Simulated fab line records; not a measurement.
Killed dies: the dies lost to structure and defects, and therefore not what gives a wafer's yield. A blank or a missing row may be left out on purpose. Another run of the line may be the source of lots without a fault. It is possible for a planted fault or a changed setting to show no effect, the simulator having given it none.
Chamber matching	flow nand-harc	NHARC_A_CONTACT_ETCH_75 on rie-diel-02: 4 sister chambers
The step etches the open film in CF4, target depth 39 nm, time 65 s. 4 wafers are shown with their chamber, then 7 later ones without.

== WAFERS PAIRED WITH THEIR CHAMBERS ==
wafer	chamber	showerhead-plenum-p-Torr (Torr)
L601.3	1	1.82
L601.6	0	1.82
L602.3	2	1.65
L602.4	3	1.83

== WAFERS MISSING THEIR CHAMBER ==
wafer	showerhead-plenum-p-Torr (Torr)
L602.6	1.65
L611.2	1.82
L611.5	1.82
L611.6	1.64
L610.1	1.82
L610.3	1.82
L610.4	1.81

== WHICH CHAMBER EACH ONE RAN IN ==
wafer	from the rows above	in truth
L602.6	2	2
L611.2	can't be placed: 0 or 1 or 3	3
L611.5	can't be placed: 0 or 1 or 3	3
L611.6	2	2
L610.1	can't be placed: 0 or 1 or 3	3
L610.3	can't be placed: 0 or 1 or 3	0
L610.4	can't be placed: 0 or 1 or 3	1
2 of 7 placed correctly. These rows do not allow placing 5 (true chamber among the candidates in 5). Placed wrongly: 0.
How it was worked out, from the rows above alone: a wafer's distance from a chamber is the root of the sum, over the readings, of the square of ((its reading less the chamber's mean) divided by the reading's scatter). The wafer belongs to the nearest chamber; if the next one is less than 2 further off, it can't be placed. Each chamber's mean is taken over the wafers shown for it. The scatter (one wafer shown for each chamber): square how far every hidden wafer sits from the nearest shown wafer, average those squares and take the square root.
